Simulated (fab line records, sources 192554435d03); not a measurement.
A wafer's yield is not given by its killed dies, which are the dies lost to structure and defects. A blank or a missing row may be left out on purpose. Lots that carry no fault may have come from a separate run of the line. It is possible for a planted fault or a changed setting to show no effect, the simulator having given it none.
fab line records	flow n5-finfet
record lots=9	wafers=27	last-day=18
route steps=1938 shown FIN_CUT@176 STI_FIN_REVEAL@184 BEOL_M4@1111 PASSIVATION@1936
lots with no fault: from the same line, run without faults
start-h: hours from the record's opening day to when the first of the lot's shown wafers began	wait-h: hours since the lot's step before	" repeats the value in the row above	L1.1+2: a single row standing in for several wafers	- no value present, or no start provided	* or withheld: withheld	< > ~ a bound
route shown NAME@n: a module of which the file shows steps, and the number in the route of the first	usual: mean/standard deviation taken from wafers without a fault	same: alike in all rows	chamber/n: place in a boat	sites: each site's reading	_std_site: how widely they spread, as a standard deviation	_edge_site: mean of outer sites minus mean of inner sites	radius-mm: for every site, how far away it sits from the centre of the wafer	mask NAME#n: copy n	behind: tool/chamber where the wafer was last shaped	hold: reason for holding the lot/hours on hold/outcome of the hold	device: which transistor (n, p or np) failed to switch	end of line: tests of these same wafers at the route's end	for a step that has no rows: nothing shown but its recipe	killed: the dies lost at the first sort to structure and to defects; this is not the yield of the wafer	map: per-die view of a wafer (x killed, . not killed, _ where there is no die)
set.NAME: the run value of the setting; set.NAME@STEP: its run value at that earlier step	model.NAME: the simulator's own value behind a step, which no gauge read
one table for each step of the route and one row for each wafer, over a sample of lots
services: the hour from which a tool's chamber was out of use, counted from the record's first day as start-h (under 0 if before that day), plus the number of hours and why
## steps
# step N5_FIN_CUT_CUT_ETCH_15
# recipe chemistry=HBr/Cl2/O2	target=Si	target-depth-a=1000	bt-time-s=10	mask-material=SOC	time-s=42.4	ion-energy-ev=*	bias-w=*	pressure-mtorr=10	icp-w=800	HBr_flow_sccm=150	Cl2_flow_sccm=80	O2_flow_sccm=12
# usual chamber-pressure-mTorr=10.000/0.0091	drypump-motor-current-A=5.6/0.58	oes-product-au=0.998/0.018	throttle-valve-pct=37.2/0.31
lot.wafer	tool	chamber	start-h	wait-h	chamber-pressure-mTorr	drypump-motor-current-A	oes-product-au	rf-hours-counter-h	throttle-valve-pct
L907.1	rie-si-04	1	33.89	0.1	9.996	6.5	1.026	6	37.4
L907.4	"	3	"	"	9.995	5.0	0.989	202	37.3
L907.5	"	2	"	"	9.997	5.1	1.001	-	37.1
L908.1	rie-si-04	2	40.33	0.1	9.997	5.1	1.005	148	37.1
L908.5	"	3	"	"	10.005	5.1	0.992	-	37.4
L908.6	"	0	"	"	9.997	6.3	0.996	-	36.9
L909.2	rie-si-03	3	45.70	0.1	10.027	5.8	0.997	156	37.3
L909.3	"	2	"	"	10.005	6.2	1.030	126	37.5
L909.6	"	1	"	"	10.012	5.7	0.970	-	36.7
L923.3	rie-si-04	1	130.97	0.0	10.000	6.6	1.036	8	37.4
L923.4	"	0	"	"	10.011	6.3	0.984	-	36.8
L923.5	"	3	"	"	10.013	5.0	0.985	-	37.0
L924.1	rie-si-04	0	135.25	0.1	10.010	6.3	0.983	1	36.8
L924.3	"	3	"	"	10.011	5.0	0.989	1	37.0
L924.5	"	0	"	"	10.005	6.3	0.986	-	36.8
L925.3	rie-si-04	1	141.21	0.0	9.996	6.6	1.034	8	37.5
L925.5	"	3	"	"	9.997	5.0	0.983	-	37.0
L925.6	"	2	"	"	9.998	5.2	1.006	-	37.1
L926.1	rie-si-03	3	148.66	0.1	10.011	5.8	0.994	158	37.3
L926.2	"	1	"	"	10.003	5.8	0.986	30	36.7
L926.4	"	2	"	"	10.004	6.2	1.032	128	37.5
L927.2	rie-si-04	3	152.72	0.1	9.994	5.1	0.987	1	37.0
L927.5	"	2	"	"	10.003	5.1	1.002	-	37.1
L927.6	"	1	"	"	10.006	6.6	1.029	-	37.4
L928.1	rie-si-04	1	159.04	0.1	10.010	6.5	1.027	8	37.4
L928.2	"	0	"	"	9.982	6.3	0.994	2	36.8
L928.3	"	2	"	"	10.008	5.1	1.008	150	37.1
# step N5_STI_FIN_REVEAL_ALD_14
# recipe material=Si3N4	target-thk-a=30	temp-c=400	ald-precursor-family=SiH2I2	ald-co-reactant=N2/H2-plasma	pressure-torr=2
# usual heater-power-w=884/82
lot.wafer	tool	chamber	start-h	wait-h	heater-power-w
L907.1	ald-sin-02	1	34.26	0.0	872
L907.4	"	3	"	"	947
L907.5	"	0	"	"	763
L908.1	ald-sin-04	0	41.09	0.0	849
L908.5	"	2	"	"	806
L908.6	"	1	"	"	872
L909.2	ald-sin-04	1	46.06	0.0	905
L909.3	"	0	"	"	862
L909.6	"	1	"	"	913
L923.3	ald-sin-04	1	131.81	0.0	908
L923.4	"	0	"	"	819
L923.5	"	0	"	"	827
L924.1	ald-sin-04	0	135.64	0.0	825
L924.3	"	2	"	"	831
L924.5	"	3	"	"	984
L925.3	ald-sin-02	0	141.58	0.0	742
L925.5	"	3	"	"	969
L925.6	"	2	"	"	963
L926.1	ald-sin-04	0	149.26	0.0	837
L926.2	"	3	"	"	993
L926.4	"	2	"	"	845
L927.2	ald-sin-04	2	153.39	0.0	812
L927.5	"	2	"	"	826
L927.6	"	1	"	"	900
L928.1	ald-sin-02	0	159.64	0.0	747
L928.2	"	3	"	"	969
L928.3	"	2	"	"	982
# step N5_STI_FIN_REVEAL_THK_MEAS_05
# usual thk-nm=131.8/0.92
lot.wafer	tool	chamber	start-h	wait-h	thk-nm
L907.1	film-metro-02	-	40.19	-	131.2
L907.4	"	-	"	"	131.7
L907.5	"	-	"	"	132.0
L908.1	film-metro-01	-	46.44	-	130.8
L908.5	"	-	"	"	132.1
L908.6	"	-	"	"	131.6
L909.2	film-metro-01	-	52.00	-	133.7
L909.3	"	-	"	"	133.8
L909.6	"	-	"	"	133.4
L923.3	film-metro-01	-	137.15	-	131.9
L923.4	"	-	"	"	131.0
L923.5	"	-	"	"	132.0
L924.1	film-metro-02	-	141.29	-	131.9
L924.3	"	-	"	"	132.4
L924.5	"	-	"	"	133.6
L925.3	film-metro-01	-	146.91	-	132.7
L925.5	"	-	"	"	131.5
L925.6	"	-	"	"	131.5
L926.1	film-metro-02	-	154.59	-	131.5
L926.2	"	-	"	"	131.3
L926.4	"	-	"	"	131.3
L927.2	film-metro-02	-	158.74	-	131.3
L927.5	"	-	"	"	130.7
L927.6	"	-	"	"	131.6
L928.1	film-metro-01	-	164.97	-	131.1
L928.2	"	-	"	"	130.8
L928.3	"	-	"	"	131.3
# step N5_STI_FIN_REVEAL_PRECLEAN_29
# recipe chemistry=DHF	time-s=30	temp-c=25	dilution=300:1
# usual bath-heat-duty-pct=6.0/0.87
lot.wafer	tool	chamber	start-h	wait-h	bath-heat-duty-pct
L907.1	wet-bench-06	6	40.83	0.0	6.4
L907.4	"	5	"	"	6.4
L907.5	"	1	"	"	5.0
L908.1	wet-bench-06	6	47.04	0.0	5.3
L908.5	"	5	"	"	6.3
L908.6	"	4	"	"	8.1
L909.2	wet-bench-06	2	52.44	0.0	5.1
L909.3	"	1	"	"	5.2
L909.6	"	5	"	"	5.7
L923.3	wet-bench-06	7	137.58	0.0	5.2
L923.4	"	4	"	"	9.6
L923.5	"	0	"	"	6.3
L924.1	wet-bench-01	3	141.84	0.0	6.7
L924.3	"	5	"	"	5.7
L924.5	"	0	"	"	6.8
L925.3	wet-bench-05	3	147.45	0.0	6.0
L925.5	"	1	"	"	5.1
L925.6	"	2	"	"	6.0
L926.1	wet-bench-05	2	155.03	0.0	5.4
L926.2	"	1	"	"	5.6
L926.4	"	3	"	"	6.4
L927.2	wet-bench-05	4	159.18	0.0	6.9
L927.5	"	1	"	"	6.2
L927.6	"	5	"	"	5.6
L928.1	wet-bench-06	3	165.50	0.0	5.5
L928.2	"	5	"	"	5.2
L928.3	"	2	"	"	5.6
# step N5_STI_FIN_REVEAL_INSPECT_13
# recipe inspect-instrument=darkfield	mode=post-clean
# usual raw-defect-count=12/4.6
lot.wafer	tool	chamber	start-h	wait-h	raw-defect-count
L907.1	defect-inspect-02	-	43.82	0.0	17
L907.4	"	-	"	"	15
L907.5	"	-	"	"	9
L908.1	defect-inspect-02	-	49.88	0.0	23
L908.5	"	-	"	"	20
L908.6	"	-	"	"	16
L909.2	defect-inspect-02	-	55.28	0.0	551
L909.3	"	-	"	"	9
L909.6	"	-	"	"	5
L923.3	defect-inspect-01	-	140.62	0.0	12
L923.4	"	-	"	"	8
L923.5	"	-	"	"	7
L924.1	defect-inspect-01	-	144.96	0.0	10
L924.3	"	-	"	"	11
L924.5	"	-	"	"	10
L925.3	defect-inspect-01	-	150.38	0.0	8
L925.5	"	-	"	"	5
L925.6	"	-	"	"	21
L926.1	defect-inspect-01	-	157.87	0.0	14
L926.2	"	-	"	"	18
L926.4	"	-	"	"	8
L927.2	defect-inspect-01	-	162.02	0.0	17
L927.5	"	-	"	"	8
L927.6	"	-	"	"	11
L928.1	defect-inspect-02	-	168.34	0.0	9
L928.2	"	-	"	"	19
L928.3	"	-	"	"	10
# step N5_BEOL_M4_RC_MEAS_101
# usual DIBL_N=35.9/1.3	DIBL_P=35.9/1.5	IOFF_N=0.152/0.023	IOFF_P=0.204/0.027	ION_N=673/9.2	ION_P=462/6.7	SS_N=71.4/0.48	SS_P=73.2/0.55	VT_N=250.3/2.6	VT_P=-250.6/3
lot.wafer	tool	chamber	start-h	wait-h	DIBL_N[mV/V]	DIBL_P[mV/V]	IOFF_N[nA/um]	IOFF_P[nA/um]	ION_N[uA/um]	ION_P[uA/um]	SS_N[mV/dec]	SS_P[mV/dec]	VT_N[mV]	VT_P[mV]
L907.1	prober-01	0	186.74	0.0	35.9	36.2	0.177	0.208	682	458	71.3	73.9	246.9	-250.4
L907.4	"	0	"	"	35.3	35.8	0.163	0.198	679	459	71.8	73.7	248.9	-251.5
L907.5	"	0	"	"	34.9	36.1	0.159	0.204	676	464	70.8	73.1	248.7	-252.7
L908.1	prober-02	0	188.38	0.0	33.8	34.7	0.143	0.199	667	461	71.0	72.4	250.9	-250.0
L908.5	"	0	"	"	33.5	34.5	0.133	0.186	672	464	71.5	72.5	250.1	-250.8
L908.6	"	0	"	"	33.9	35.1	0.139	0.199	663	464	70.9	72.8	250.9	-250.2
L909.2	prober-02	0	210.39	0.2	36.5	37.3	0.167	0.198	677	461	70.8	74.3	249.8	-253.7
L909.3	"	0	"	"	35.0	36.3	0.150	0.182	679	452	71.0	73.0	252.0	-254.3
L909.6	"	0	"	"	36.1	37.1	0.163	0.197	680	462	71.5	73.2	248.3	-251.2
L924.1	prober-02	0	302.23	0.0	34.5	36.0	0.143	0.198	681	470	71.5	73.3	252.2	-248.9
L924.3	"	0	"	"	33.8	35.6	0.137	0.187	665	466	71.2	73.1	253.1	-253.0
L924.5	"	0	"	"	35.7	37.6	0.164	0.223	681	467	71.5	73.5	249.4	-251.9
L923.3	prober-01	0	302.78	0.3	36.5	36.9	0.146	0.178	671	459	70.9	73.0	250.3	-251.8
L923.4	"	0	"	"	36.6	37.0	0.141	0.178	660	451	70.4	72.9	250.9	-254.6
L923.5	"	0	"	"	36.1	36.0	0.139	0.168	674	457	71.4	73.4	249.9	-253.8
L926.1	prober-02	0	305.47	0.0	36.1	36.0	0.162	0.183	675	454	71.9	73.0	250.0	-253.1
L926.2	"	0	"	"	36.2	36.6	0.164	0.187	668	455	72.0	73.8	248.5	-255.2
L926.4	"	0	"	"	35.4	35.8	0.149	0.176	669	452	71.4	73.1	250.2	-256.0
L925.3	prober-01	0	305.57	0.3	36.5	36.4	0.174	0.228	688	471	71.9	72.9	246.3	-248.1
L925.5	"	0	"	"	35.8	35.8	0.162	0.218	681	469	72.0	72.9	248.6	-249.2
L925.6	"	0	"	"	36.4	36.3	0.172	0.228	677	468	71.1	72.5	245.5	-247.2
L927.2	prober-02	0	313.59	0.2	35.1	35.8	0.128	0.167	669	455	71.1	73.3	255.3	-254.2
L927.5	"	0	"	"	35.0	36.8	0.132	0.175	668	454	71.7	73.4	253.2	-253.3
L927.6	"	0	"	"	35.1	36.6	0.138	0.171	672	456	71.8	73.2	252.9	-257.5
L928.1	prober-01	0	331.94	0.0	41.0	40.4	0.248	0.306	686	469	72.2	74.8	245.1	-245.4
L928.2	"	0	"	"	37.6	35.8	0.157	0.216	667	459	72.2	73.7	251.9	-252.3
L928.3	"	0	"	"	38.4	36.5	0.177	0.238	669	455	71.4	74.4	249.1	-249.1
# step N5_PASSIVATION_PROBE_49
# usual defect-limited-yield=91.0/1.5	killed_at_M0_to_M3=37/12	killed_at_M4_up=13/5	killed-at-contacts=13/6.1	killed-at-front-end=39/11	killed-at-other=4/3.2	killed-dies=106/17	killed-open=69/12	killed-short=35/7.9	sort_bin_4_leakage=0.00/0.007	sort_bin_5_function=5.3/1	sort_bin_6_memory=3.3/0.68	sort-n-pass=1074/17	sort-yield-pct=91.0/1.5
# same gross-dies=1180	killed-at-back-side=0	sort_bin_8_speed[%]=0
lot.wafer	tool	chamber	start-h	wait-h	defect-limited-yield[%]	killed_at_M0_to_M3	killed_at_M4_up	killed-at-contacts	killed-at-front-end	killed-at-other	killed-dies	killed-open	killed-short	sort_bin_4_leakage[%]	sort_bin_5_function[%]	sort_bin_6_memory[%]	sort-n-pass	sort-yield-pct[%]
L909.2	prober-02	-	324.28	0.1	82.8	31	18	11	139	4	203	52	32	0	10.7	3.6	977	82.8
L909.3	prober-02	-	324.33	0.1	91.2	33	10	8	51	2	104	65	38	0	5.3	3.1	1076	91.2
L909.6	prober-02	-	324.48	0.3	91.7	31	14	23	26	4	98	69	29	0	4.8	3.1	1082	91.7
L925.3	prober-01	-	414.82	0.1	90.6	40	12	22	32	5	111	81	29	0	5.8	3.1	1069	90.6
L925.5	prober-01	-	414.92	0.2	89.4	44	10	30	41	0	125	86	35	0	5.6	4.2	1055	89.4
L925.6	prober-01	-	414.97	0.3	88.5	62	14	22	38	0	136	90	45	0	6.4	4.8	1044	88.5
L924.1	prober-02	-	422.62	0.0	91.9	27	9	12	46	1	95	54	35	0	3.6	3.6	1085	91.9
L924.3	prober-02	-	422.72	0.1	93.1	15	12	11	43	1	82	55	24	0	4.2	2.8	1098	93.1
L924.5	prober-02	-	422.82	0.2	92.5	42	5	4	38	0	89	53	26	0	3.4	3.3	1091	92.5
# killed by level:class
L909.2 STI_FIN_REVEAL:unspecified=119 BEOL_M1:geometric-particle:open=14 MOL_CONTACT_COAG:geometric-particle:open=7 BEOL_M4:geometric-particle:open=7 BEOL_M0_SAQP:geometric-particle:short=6 GATE_CUT:geometric-particle:short=5 MOL_CONTACT_COAG:geometric-particle:short=4 BEOL_M2:geometric-particle:open=4
L909.3 FIN_SAQP:geometric-particle:short=15 BEOL_M0_SAQP:geometric-particle:open=12 FIN_SAQP:geometric-particle:open=11 BEOL_M0_SAQP:geometric-particle:short=7 BEOL_M2:geometric-particle:open=7 MOL_CONTACT_COAG:geometric-particle:open=6 BEOL_M5:geometric-particle:open=6 STI_FIN_REVEAL:geometric-particle:open=4
L909.6 MOL_CONTACT_COAG:geometric-particle:open=17 BEOL_M2:geometric-particle:open=12 BEOL_M5:geometric-particle:open=8 DUMMY_GATE:geometric-particle:open=7 BEOL_M0_SAQP:geometric-particle:short=7 MOL_CONTACT_COAG:geometric-particle:short=6 BEOL_M1:geometric-particle:open=5 FIN_SAQP:geometric-particle:open=4
L925.3 MOL_CONTACT_COAG:geometric-particle:open=19 BEOL_M3:geometric-particle:open=11 BEOL_M2:geometric-particle:open=10 BEOL_M0_SAQP:geometric-particle:open=9 BEOL_M0_SAQP:geometric-particle:short=8 FIN_SAQP:geometric-particle:open=7 STI_FIN_REVEAL:geometric-particle:open=5 FIN_SAQP:geometric-particle:short=4
L925.5 MOL_CONTACT_COAG:geometric-particle:open=22 BEOL_M2:geometric-particle:open=17 STI_FIN_REVEAL:geometric-particle:open=8 MOL_CONTACT_COAG:geometric-particle:short=8 BEOL_M4:geometric-particle:open=8 BEOL_M3:geometric-particle:open=8 FIN_SAQP:geometric-particle:short=6 BEOL_M0_SAQP:geometric-particle:short=6
L925.6 BEOL_M0_SAQP:geometric-particle:short=18 BEOL_M0_SAQP:geometric-particle:open=17 MOL_CONTACT_COAG:geometric-particle:open=16 STI_FIN_REVEAL:geometric-particle:open=12 FIN_SAQP:geometric-particle:short=8 BEOL_M2:geometric-particle:open=8 BEOL_M3:geometric-particle:open=8 BEOL_M1:geometric-particle:open=7
L924.1 FIN_SAQP:geometric-particle:open=11 FIN_SAQP:geometric-particle:short=10 MOL_CONTACT_COAG:geometric-particle:open=9 BEOL_M0_SAQP:geometric-particle:open=7 BEOL_M2:geometric-particle:short=6 STI_FIN_REVEAL:geometric-particle:open=5 BEOL_M2:geometric-particle:open=5 HKMG_FIN:area-etch=5
L924.3 STI_FIN_REVEAL:geometric-particle:open=12 MOL_CONTACT_COAG:geometric-particle:open=8 STARTING-WAFER:geometric-particle:open=6 DUMMY_GATE:geometric-particle:open=5 FIN_SAQP:geometric-particle:short=4 FIN_SAQP:geometric-particle:open=4 STARTING-WAFER:geometric-particle:short=4 GATE_CUT:geometric-particle:short=3
L924.5 BEOL_M3:geometric-particle:open=14 BEOL_M0_SAQP:geometric-particle:open=12 STI_FIN_REVEAL:geometric-particle:open=10 HKMG_FIN:area-etch=7 BEOL_M0_SAQP:geometric-particle:short=6 FIN_SAQP:geometric-particle:short=4 BEOL_M2:geometric-particle:short=4 FIN_SAQP:geometric-particle:open=3
## services
tool	chamber	start-h	hours	kind
rie-si-04	3	11.54	4.0	repair
ald-sin-02	-	18.73	1.3	repair
ald-sin-04	1	20.30	13.3	repair
rie-si-04	0	51.03	-	clean
rie-si-04	0	51.03	14.5	scheduled-down
rie-si-04	0	51.03	14.5	vent-cycle
rie-si-04	3	65.56	-	clean
rie-si-04	3	65.56	19.6	scheduled-down
rie-si-04	3	65.56	19.6	vent-cycle
ald-sin-04	1	82.27	4.2	repair
ald-sin-04	-	85.25	14.0	pm
ald-sin-04	0	85.25	14.0	vent-cycle
ald-sin-04	2	85.25	14.0	vent-cycle
ald-sin-04	3	85.25	14.0	vent-cycle
ald-sin-04	0	99.25	-	clean
ald-sin-04	1	99.25	-	clean
ald-sin-04	2	99.25	-	clean
ald-sin-04	3	99.25	-	clean
rie-si-04	2	129.46	6.7	repair
rie-si-03	3	157.76	38.0	repair
## key
first-sign step=N5_STI_FIN_REVEAL_INSPECT_13	reading=raw-defect-count	direction=up	sigmas=99+	usual=12	struck=551
effect step=N5_PASSIVATION_PROBE_49	reading=killed-at-front-end	direction=up	sigmas=9.2	usual=39	struck=139
more-kills-born-at N5_STI_FIN_REVEAL_PRECLEAN_29@wet-bench-06=119
met-at N5_STI_FIN_REVEAL_PRECLEAN_29
struck-lots L909
struck-wafers L909.2
not-acting-at N5_FIN_CUT_CUT_ETCH_15,N5_STI_FIN_REVEAL_ALD_14,N5_STI_FIN_REVEAL_THK_MEAS_05
fault kind=chamber-particle-source	tool=wet-bench-06	chamber=2	onset-h=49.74	steps=N5_STI_FIN_REVEAL_PRECLEAN_29	rate-per-visit-cm2=0.90345	end-h=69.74
